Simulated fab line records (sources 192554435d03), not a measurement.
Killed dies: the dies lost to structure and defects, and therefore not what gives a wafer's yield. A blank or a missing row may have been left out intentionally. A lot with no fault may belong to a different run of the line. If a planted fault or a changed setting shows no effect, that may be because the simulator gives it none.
fab line records	flow n5Finfet
record lots=7	wafers=21
route steps=1938 shown BEOL_M9@1411 BEOL_M10@1488 BEOL_M11@1539
startH: hours from the record's first day to the start of the lot's first wafer shown	waitH: time in hours since the lot's previous step	" same as the row above	L1.1+2: a row that stands for several wafers	- no value, or no start given	* or withheld: withheld	< > ~ a bound
route shown NAME@n: NAME is a module with steps in the file, n the number in the route of the first one	usual: mean/standard deviation taken from wafers without a fault	same: alike in all rows	chamber/n: place in a boat	sites: per-site readings	_std_site: standard deviation across them	_edge_site: outer sites' mean less inner sites'	radiusMm: how far each site lies from the wafer's centre	mask NAME#n: copy n	behind: the tool/chamber that last shaped the wafer	hold: why the lot went on hold/how many hours it stayed there/how the hold came to an end	device: transistor that didn't switch, given as n, p or np	end of line: the tests these same wafers got at the end of their route	a step without rows: its recipe alone	killed: the dies lost at the first sort to structure and to defects; this is not the yield of the wafer	map: a wafer's dies, x killed, . not, _ none there
set.NAME: the setting as run; set.NAME@STEP: as run at that earlier step	model.NAME: the simulator's own value behind a step, which no gauge read
one table per step and one row per wafer, for lots whose settings were changed on purpose
## steps
# step N5_BEOL_M9_EXPOSE_08
# recipe maskId=M9	na=1.35	sourceShape=dipole	sigmaInner=0.411	sigmaOuter=0.611	polarization=te	doseMj=53.75
lot.wafer	tool	chamber	startH	waitH	mask	set.doseMj
L074.1	arfiScanner-02	0	201.05	-	M9#0	53.75
L074.2+4	"	0	"	"	M9#0	55.91
L075.3	arfiScanner-01	0	209.57	-	M9#0	53.75
L075.4+5	"	0	"	"	M9#0	57.32
L076.1+4	arfiScanner-01	0	214.62	-	M9#0	53.75
L076.5	"	0	"	"	M9#0	56.43
L077.1+3+6	arfiScanner-02	0	229.86	-	M9#0	53.75
L080.4+6	arfiScanner-03	0	244.80	-	M9#0	53.75
L080.5	"	0	"	"	M9#0	50.31
L083.1+2	arfiScanner-02	0	256.86	-	M9#0	57.65
L083.6	"	0	"	"	M9#0	53.75
L090.4+5+6	arfiScanner-02	0	298.27	-	M9#0	55.88
# step N5_BEOL_M9_PEB_09
# recipe pebTempC=withheld	pebTimeS=60	resist=CAR-ArF
# step N5_BEOL_M9_DEVELOP_10
# recipe developTimeS=30	developer=TMAH	resist=CAR-ArF	rinseLiquid=diw	dry=airSpin	devTempC=23
lot.wafer	tool	chamber	startH	waitH	set.spinRpm@BEOL_M9_COAT_05	model.CAR-ArF_of_BEOL_M9_COAT_05.thkNm
L074.1	lithoTrack-05	0	-	-	1500	88.2
L074.2	"	0	"	"	1500	88.4
L074.4	"	0	"	"	1650	84
L075.3	lithoTrack-04	0	-	-	1561	86.6
L075.4	"	0	"	"	1561	86.8
L075.5	"	0	"	"	1500	88.4
L076.1	lithoTrack-04	0	-	-	1593	85
L076.4	"	0	"	"	1500	88
L076.5	"	0	"	"	1593	85.2
L077.1	lithoTrack-05	0	-	-	1500	88.2
L077.3+6	"	0	"	"	1500	88.4
L080.4	lithoTrack-01	0	-	-	1447	89.8
L080.5	"	0	"	"	1447	90
L080.6	"	0	"	"	1500	88.4
L083.1+2	lithoTrack-01	0	-	-	1500	88.6
L083.6	"	0	"	"	1500	88.4
L090.4	lithoTrack-05	0	-	-	1609	85.2
L090.5	"	0	"	"	1500	88.4
L090.6	"	0	"	"	1500	88.2
# step N5_BEOL_M9_CD_MEAS_11
# recipe targetCdNm=64.1	landingEnergyEv=500	detector=seInlens	polarity=opening
# usual cdNm=64.0/0.56
lot.wafer	tool	chamber	startH	waitH	set.doseMj@BEOL_M9_EXPOSE_08	cdNm
L074.1	cdSem-03	0	201.18	-	53.75	63.4
L074.2	"	0	"	"	55.91	66.1
L074.4	"	0	"	"	55.91	65.5
L075.3	cdSem-02	0	209.68	-	53.75	64.6
L075.4	"	0	"	"	57.32	69.1
L075.5	"	0	"	"	57.32	67.9
L076.1	cdSem-01	0	214.75	-	53.75	64.4
L076.4	"	0	"	"	53.75	64.9
L076.5	"	0	"	"	56.43	66.6
L077.1	cdSem-01	0	229.98	-	53.75	63.4
L077.3	"	0	"	"	53.75	63.6
L077.6	"	0	"	"	53.75	64.4
L080.4	cdSem-03	0	244.91	-	53.75	63.7
L080.5	"	0	"	"	50.31	59.8
L080.6	"	0	"	"	53.75	64.2
L083.1	cdSem-01	0	256.99	-	57.65	68.6
L083.2	"	0	"	"	57.65	68.7
L083.6	"	0	"	"	53.75	64.9
L090.4	cdSem-03	0	298.38	-	55.88	66.2
L090.5	"	0	"	"	55.88	65.9
L090.6	"	0	"	"	55.88	65.2
# step N5_BEOL_M9_DESCUM_16
# recipe chemistry=O2	timeS=7.9	sourcePowerW=50	biasPowerW=20	pressureMtorr=20	rfFrequencyHz=2.712e+07	tempC=40	resist=CAR-ArF	o2FlowSccm=225
# step N5_BEOL_M9_ETCH_61
# recipe chemistry=CF4	target=SiARC	targetDepthA=390	maskMaterial=CAR-ArF	timeS=65	ionEnergyEv=80	pressureMtorr=40	sourceW=545	biasW=36	Ar_flow_sccm=100	cf4FlowSccm=100	ends=cleared
lot.wafer	tool	chamber	startH	waitH	set.spinRpm@BEOL_M9_COAT_05	set.doseMj@BEOL_M9_EXPOSE_08	model.BEOL_M9.cdOffsetNm	model.CAR-ArF_of_BEOL_M9_COAT_05.thkNm
L074.1	rieDiel-04	2	201.36	0.0	1500	53.75	-0.2	55.2
L074.2	"	3	"	"	1500	55.91	2	55.6
L074.4	"	2	"	"	1650	55.91	1.8	51.2
L075.3	rieDiel-04	2	209.80	0.0	1561	53.75	1.2	53.8
L075.4	"	3	"	"	1561	57.32	4.6	54
L075.5	"	2	"	"	1500	57.32	4	55.6
L076.1	rieDiel-06	0	214.93	0.0	1593	53.75	0.6	52.2
L076.4	"	2	"	"	1500	53.75	0.4	55.2
L076.5	"	3	"	"	1593	56.43	2.8	52.4
L077.1	rieDiel-04	3	230.35	0.0	1500	53.75	-0.6	55.4
L077.3	"	0	"	"	1500	53.75	-0.2	55.6
L077.6	"	2	"	"	1500	53.75	0.6	55.4
L080.4	rieDiel-04	1	245.03	0.0	1447	53.75	-0.4	57.2
L080.5	"	1	"	"	1447	50.31	-4.2	57.4
L080.6	"	2	"	"	1500	53.75	0.4	55.8
L083.1	rieDiel-06	1	257.26	0.0	1500	57.65	4.2	55.6
L083.2	"	0	"	"	1500	57.65	4.2	55.8
L083.6	"	2	"	"	1500	53.75	0.4	55.6
L090.4	rieDiel-06	3	298.64	0.0	1609	55.88	2	52.6
L090.5	"	0	"	"	1500	55.88	1.6	55.6
L090.6	"	1	"	"	1500	55.88	1.2	55.4
# step N5_BEOL_M9_ETCH_62
# recipe chemistry=N2/H2	target=SOC	targetDepthA=1100	overetchA=220	maskMaterial=SiARC	tempC=40	timeS=165	ionEnergyEv=200	pressureMtorr=30	sourceW=840	biasW=150	n2FlowSccm=200	h2FlowSccm=200
lot.wafer	tool	chamber	startH	waitH	set.doseMj@BEOL_M9_EXPOSE_08	model.BEOL_M9.cdOffsetNm
L074.1	rieDiel-04	2	201.41	0.0	53.75	-0.4
L074.2	"	3	"	"	55.91	2
L074.4	"	2	"	"	55.91	1.6
L075.3	rieDiel-04	2	209.85	0.0	53.75	1.2
L075.4	"	3	"	"	57.32	4.6
L075.5	"	2	"	"	57.32	3.8
L076.1	rieDiel-06	0	214.98	0.0	53.75	0.6
L076.4	"	2	"	"	53.75	0.4
L076.5	"	3	"	"	56.43	2.4
L077.1	rieDiel-04	3	230.40	0.0	53.75	-0.6
L077.3	"	0	"	"	53.75	0
L077.6	"	2	"	"	53.75	0.8
L080.4	rieDiel-04	1	245.08	0.0	53.75	0.2
L080.5	"	1	"	"	50.31	-3.4
L080.6	"	2	"	"	53.75	0.4
L083.1+2	rieDiel-06	1,0	257.31	0.0	57.65	4.2
L083.6	"	2	"	"	53.75	0.4
L090.4	rieDiel-06	3	298.69	0.0	55.88	2.4
L090.5	"	0	"	"	55.88	2
L090.6	"	1	"	"	55.88	1.4
# step N5_BEOL_M9_STRIP_68
# recipe chemistry=N2/H2	tempC=40	n2FlowSccm=200	h2FlowSccm=200	rfFrequencyHz=6e+07
# step N5_BEOL_M9_STRIP_67
# recipe chemistry=CF4	resist=SiARC	powerW=300	biasPowerW=75	pressureMtorr=50	cf4FlowSccm=150	rfFrequencyHz=6e+07
# step N5_BEOL_M9_HM_OPEN_17
# recipe chemistry=Cl2/BCl3	targetDepthA=200	overetchA=60	target=TiN	maskMaterial=SOC	ionEnergyEv=150	pressureMtorr=10	icpW=1000	biasW=126	Cl2_flow_sccm=53.25	bcl3FlowSccm=21.75	Ar_flow_sccm=25
lot.wafer	tool	chamber	startH	waitH	set.doseMj@BEOL_M9_EXPOSE_08	model.BEOL_M9.cdOffsetNm
L074.1	rieMetal-03	0	201.60	0.0	53.75	-0.2
L074.2	"	0	"	"	55.91	2
L074.4	"	0	"	"	55.91	1.6
L075.3	rieMetal-02	0	210.07	0.1	53.75	1.4
L075.4	"	1	"	"	57.32	4.8
L075.5	"	0	"	"	57.32	4
L076.1	rieMetal-01	0	215.16	0.0	53.75	0.6
L076.4	"	0	"	"	53.75	0.4
L076.5	"	0	"	"	56.43	2.6
L077.1	rieMetal-02	0	230.59	0.0	53.75	-0.6
L077.3	"	0	"	"	53.75	0.2
L077.6	"	0	"	"	53.75	0.8
L080.4	rieMetal-03	1	245.30	0.1	53.75	0.2
L080.5	"	0	"	"	50.31	-3.4
L080.6	"	1	"	"	53.75	0.6
L083.1+2	rieMetal-03	1,0	257.50	0.0	57.65	4.2
L083.6	"	0	"	"	53.75	0.4
L090.4	rieMetal-03	1	298.91	0.1	55.88	2.4
L090.5	"	0	"	"	55.88	2
L090.6	"	1	"	"	55.88	1.4
# step N5_BEOL_M9_STRIP_19
# recipe chemistry=O2	powerW=400	tempC=40	pressureMtorr=30	rfFrequencyHz=6e+07	biasPowerW=0	overashFraction=0.2	o2FlowSccm=225
# step N5_BEOL_M9_CD_MEAS_18
# recipe pitchNm=140	targetCdNm=70
# usual cdNm=70.0/0.67
lot.wafer	tool	chamber	startH	waitH	set.doseMj@BEOL_M9_EXPOSE_08	cdNm
L074.1	cdSem-01	-	201.87	0.0	53.75	69.5
L074.2	"	-	"	"	55.91	72.0
L074.4	"	-	"	"	55.91	71.6
L075.3	cdSem-03	-	210.23	0.1	53.75	71.2
L075.4	"	-	"	"	57.32	74.5
L075.5	"	-	"	"	57.32	73.6
L076.1	cdSem-03	-	215.48	0.0	53.75	70.5
L076.4	"	-	"	"	53.75	70.0
L076.5	"	-	"	"	56.43	72.6
L077.1	cdSem-01	-	230.86	0.0	53.75	69.2
L077.3	"	-	"	"	53.75	70.0
L077.6	"	-	"	"	53.75	70.6
L080.4	cdSem-03	-	245.45	0.1	53.75	70.5
L080.5	"	-	"	"	50.31	66.8
L080.6	"	-	"	"	53.75	70.8
L083.1	cdSem-03	-	257.69	0.0	57.65	74.3
L083.2	"	-	"	"	57.65	74.0
L083.6	"	-	"	"	53.75	70.4
L090.4	cdSem-02	-	299.06	0.1	55.88	72.7
L090.5	"	-	"	"	55.88	71.9
L090.6	"	-	"	"	55.88	71.2
# step N5_BEOL_M9_COAT_63
# recipe resist=SOC	tempC=250	timeS=60	spinRpm=1500	resistThkNm=60
# step N5_BEOL_M9_COAT_64
# recipe resist=SiARC	tempC=220	timeS=60	spinRpm=1500	resistThkNm=12
# step N5_BEOL_M9_PRECLEAN_42
# recipe chemistry=residueRemover	timeS=60	tempC=40
# step N5_BEOL_M9_SRD_43
# recipe timeS=30	tempC=23	rinseLiquid=diw	dry=ipaMarangoni
# step N5_BEOL_M9_CD_MEAS_35
# recipe targetCdNm=70	targetCdYNm=40	polarity=opening
# usual cdNm=70.0/0.65
lot.wafer	tool	chamber	startH	waitH	set.doseMj@BEOL_M9_EXPOSE_08	cdNm
L074.1	cdSem-02	-	204.33	0.0	53.75	69.8
L074.2	"	-	"	"	55.91	71.5
L074.4	"	-	"	"	55.91	71.6
L075.3	cdSem-01	-	214.43	0.0	53.75	71.5
L075.4	"	-	"	"	57.32	74.9
L075.5	"	-	"	"	57.32	74.1
L076.1	cdSem-01	-	216.64	0.0	53.75	70.9
L076.4	"	-	"	"	53.75	70.2
L076.5	"	-	"	"	56.43	72.4
L077.1	cdSem-03	-	232.13	0.0	53.75	69.2
L077.3	"	-	"	"	53.75	69.7
L077.6	"	-	"	"	53.75	70.7
L080.4	cdSem-01	-	249.23	0.0	53.75	70.3
L080.5	"	-	"	"	50.31	66.5
L080.6	"	-	"	"	53.75	70.4
L083.1	cdSem-03	-	259.39	0.0	57.65	73.9
L083.2	"	-	"	"	57.65	74.2
L083.6	"	-	"	"	53.75	70.5
L090.4	cdSem-01	-	302.88	0.0	55.88	72.4
L090.5	"	-	"	"	55.88	72.4
L090.6	"	-	"	"	55.88	71.8
# step N5_BEOL_M10_ETCH_62
# recipe chemistry=N2/H2	target=SOC	targetDepthA=1100	overetchA=220	maskMaterial=SiARC	tempC=40	timeS=165	ionEnergyEv=200	pressureMtorr=30	sourceW=840	biasW=150	n2FlowSccm=200	h2FlowSccm=200
lot.wafer	tool	chamber	startH	waitH	set.timeS	model.SiARC_of_BEOL_M10_COAT_60.thkNm
L074.1+2	rieDiel-01	3,2	209.75	0.0	186.5	22.8
L074.4	"	0	"	"	165	23.4
L075.3+4+5	rieDiel-01	2,1,1	220.01	0.0	165	23.6
L076.1	rieDiel-01	2	221.15	0.0	165	23.4
L076.4	"	0	"	"	183.3	22.6
L076.5	"	2	"	"	165	23.6
L077.1+6	rieDiel-01	2	240.30	0.0	165	23.6
L077.3	"	1	"	"	165	23.2
L080.4	rieDiel-05	0	252.92	0.0	165	23.4
L080.5	"	3	"	"	180.8	23
L080.6	"	2	"	"	180.8	22.6
L083.1	rieDiel-01	0	265.77	0.0	143.5	24.2
L083.2	"	2	"	"	143.5	24.6
L083.6	"	2	"	"	165	23.8
L090.4	rieDiel-01	1	310.20	0.0	165	23.4
L090.5	"	0	"	"	131.6	24.6
L090.6	"	3	"	"	131.6	24.8
# step N5_BEOL_M10_STRIP_68
# recipe chemistry=N2/H2	tempC=40	n2FlowSccm=200	h2FlowSccm=200	rfFrequencyHz=6e+07
# step N5_BEOL_M10_STRIP_67
# recipe chemistry=CF4	resist=SiARC	powerW=300	biasPowerW=75	pressureMtorr=50	cf4FlowSccm=150	rfFrequencyHz=6e+07
# step N5_BEOL_M10_HM_OPEN_17
# recipe chemistry=Cl2/BCl3	targetDepthA=200	overetchA=60	target=TiN	maskMaterial=SOC	ionEnergyEv=150	pressureMtorr=10	icpW=1000	biasW=126	Cl2_flow_sccm=53.25	bcl3FlowSccm=21.75	Ar_flow_sccm=25
lot.wafer	tool	chamber	startH	waitH	set.timeS@BEOL_M10_ETCH_62	model.etch.depthNm
L074.1	rieMetal-01	0	209.93	0.0	186.5	18.49
L074.2	"	1	"	"	186.5	18.37
L074.4	"	0	"	"	165	20.3
L075.3	rieMetal-02	0	220.22	0.1	165	20.04
L075.4	"	1	"	"	165	19.98
L075.5	"	0	"	"	165	20.05
L076.1	rieMetal-01	1	221.34	0.0	165	20.05
L076.4	"	0	"	"	183.3	18.22
L076.5	"	0	"	"	165	19.95
L077.1	rieMetal-02	0	240.48	0.0	165	20.36
L077.3	"	0	"	"	165	20.22
L077.6	"	0	"	"	165	20.27
L080.4	rieMetal-02	1	253.13	0.1	165	20.12
L080.5	"	1	"	"	180.8	18.81
L080.6	"	0	"	"	180.8	18.48
L083.1	rieMetal-01	0	265.96	0.0	143.5	19.77
L083.2	"	1	"	"	143.5	19.75
L083.6	"	1	"	"	165	19.65
L090.4	rieMetal-02	1	310.47	0.1	165	19.75
L090.5	"	1	"	"	131.6	19.82
L090.6	"	1	"	"	131.6	19.68
# step N5_BEOL_M10_COAT_22
# recipe resist=CAR-ArF	spinRpm=1500	resistThkNm=90
lot.wafer	tool	chamber	startH	waitH	set.spinRpm	model.CAR-ArF_of_BEOL_M10_COAT_22.thkNm
L074.1+2+4	lithoTrack-04	0	-	-	1500	90
L076.1+4	lithoTrack-04	0	-	-	1500	89.8
L076.5	"	0	"	"	1500	90
L075.3	lithoTrack-03	0	-	-	1500	90.2
L075.4	"	0	"	"	1337	95.2
L075.5	"	0	"	"	1500	90
L077.1	lithoTrack-04	0	-	-	1500	89.8
L077.3	"	0	"	"	1500	89.6
L077.6	"	0	"	"	1500	90
L080.4	lithoTrack-03	0	-	-	1500	90
L080.5	"	0	"	"	1334	95.6
L080.6	"	0	"	"	1334	96
L083.1+6	lithoTrack-02	0	-	-	1564	88
L083.2	"	0	"	"	1500	89.8
L090.4	lithoTrack-04	0	-	-	1592	87.6
L090.5	"	0	"	"	1500	90.4
L090.6	"	0	"	"	1592	87.4
# step N5_BEOL_M10_EBR_24
# recipe solvent=PGMEA	ebrWidthMm=1.5
# step N5_BEOL_M10_SOFTBAKE_23
# recipe tempC=110	timeS=60	resist=CAR-ArF
# step N5_BEOL_M10_EXPOSE_25
# recipe maskId=V9	na=1.35	sourceShape=annular	sigmaInner=0.5	sigmaOuter=0.8	polarization=unpolarized	doseMj=85.5
# step N5_BEOL_M10_PEB_26
# recipe pebTempC=withheld	pebTimeS=60	resist=CAR-ArF
# step N5_BEOL_M10_DEVELOP_27
# recipe developTimeS=30	developer=TMAH	resist=CAR-ArF	rinseLiquid=diw	dry=airSpin	devTempC=23
lot.wafer	tool	chamber	startH	waitH	set.spinRpm@BEOL_M10_COAT_22	model.CAR-ArF_of_BEOL_M10_COAT_22.thkNm
L074.1+2+4	lithoTrack-04	0	-	-	1500	88.2
L075.3	lithoTrack-03	0	-	-	1500	88.4
L075.4	"	0	"	"	1337	93.6
L075.5	"	0	"	"	1500	88.2
L076.1+4+5	lithoTrack-03	0	-	-	1500	88.2
L077.1+3	lithoTrack-03	0	-	-	1500	88
L077.6	"	0	"	"	1500	88.2
L080.4	lithoTrack-02	0	-	-	1500	88.4
L080.5	"	0	"	"	1334	93.8
L080.6	"	0	"	"	1334	94.4
L083.1	lithoTrack-04	0	-	-	1564	86.2
L083.2	"	0	"	"	1500	88.2
L083.6	"	0	"	"	1564	86.4
L090.4+6	lithoTrack-02	0	-	-	1592	85.8
L090.5	"	0	"	"	1500	88.8
# step N5_BEOL_M11_PECVD_70
# recipe material=SiO2	targetThkA=200	tempC=400	precursor=TEOS/O2	pressureTorr=5.5	rfW=450	teosFlowSccm=53.8	gas=O2	flowSccm=3000	timeS=22.7
lot.wafer	tool	chamber	startH	waitH	set.tempC	model.SiO2_of_BEOL_M11_PECVD_70.thkNm
L074.1	pecvd-04	2	218.80	0.0	400	20.4
L074.2	"	0	"	"	400	20
L074.4	"	1	"	"	412.6	18.4
L075.3	pecvd-04	2	228.19	0.0	407.8	19
L075.4	"	1	"	"	400	20
L075.5	"	2	"	"	407.8	19.2
L076.1	pecvd-03	0	229.15	0.0	408.3	18.6
L076.4+5	"	1	"	"	400	20.2
L077.1	pecvd-03	2	246.30	0.0	400	19.6
L077.3	"	0	"	"	400	19.8
L077.6	"	1	"	"	400	20.6
L080.4	pecvd-02	1	259.30	0.1	395	21
L080.5	"	2	"	"	395	21.2
L080.6	"	0	"	"	400	20.4
L083.1	pecvd-02	1	270.48	0.0	400	20
L083.2	"	2	"	"	400	20.2
L083.6	"	2	"	"	400	20.4
L090.4	pecvd-02	0	319.73	0.1	400	20.2
L090.5	"	0	"	"	384	22.4
L090.6	"	2	"	"	400	20.4
## key
split step=N5_BEOL_M9_EXPOSE_08	setting=doseMj	stated=53.75	by=wafer
response step=N5_BEOL_M9_CD_MEAS_11	reading=cdNm	change=+0.555	per=1%	r=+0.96
response step=N5_BEOL_M9_ETCH_61	reading=model.BEOL_M9.cdOffsetNm	change=+0.531	per=1%	r=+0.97
response step=N5_BEOL_M9_ETCH_62	reading=model.BEOL_M9.cdOffsetNm	change=+0.501	per=1%	r=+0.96
response step=N5_BEOL_M9_HM_OPEN_17	reading=model.BEOL_M9.cdOffsetNm	change=+0.505	per=1%	r=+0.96
response step=N5_BEOL_M9_CD_MEAS_18	reading=cdNm	change=+0.514	per=1%	r=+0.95
response step=N5_BEOL_M9_CD_MEAS_35	reading=cdNm	change=+0.487	per=1%	r=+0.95
split step=N5_BEOL_M10_ETCH_62	setting=timeS	stated=165	by=wafer
response step=N5_BEOL_M10_ETCH_62	reading=model.SiARC_of_BEOL_M10_COAT_60.thkNm	change=-0.0598	per=1%	r=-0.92
response step=N5_BEOL_M10_HM_OPEN_17	reading=model.etch.depthNm	shape=bent	atLowest=19.75	atStated=20.06	atHighest=18.43
split step=N5_BEOL_M10_COAT_22	setting=spinRpm	stated=1500	by=wafer
response step=N5_BEOL_M10_COAT_22	reading=model.CAR-ArF_of_BEOL_M10_COAT_22.thkNm	change=-0.489	per=1%	r=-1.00
response step=N5_BEOL_M10_DEVELOP_27	reading=model.CAR-ArF_of_BEOL_M10_COAT_22.thkNm	change=-0.497	per=1%	r=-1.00
split step=N5_BEOL_M11_PECVD_70	setting=tempC	stated=400	by=wafer
response step=N5_BEOL_M11_PECVD_70	reading=model.SiO2_of_BEOL_M11_PECVD_70.thkNm	change=-0.562	per=1%	r=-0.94
split outsideThisFile step=N5_BEOL_M9_COAT_05 setting=spinRpm
# split outsideThisFile: this setting was split too, and the file shows its column; the key of that split is in another file
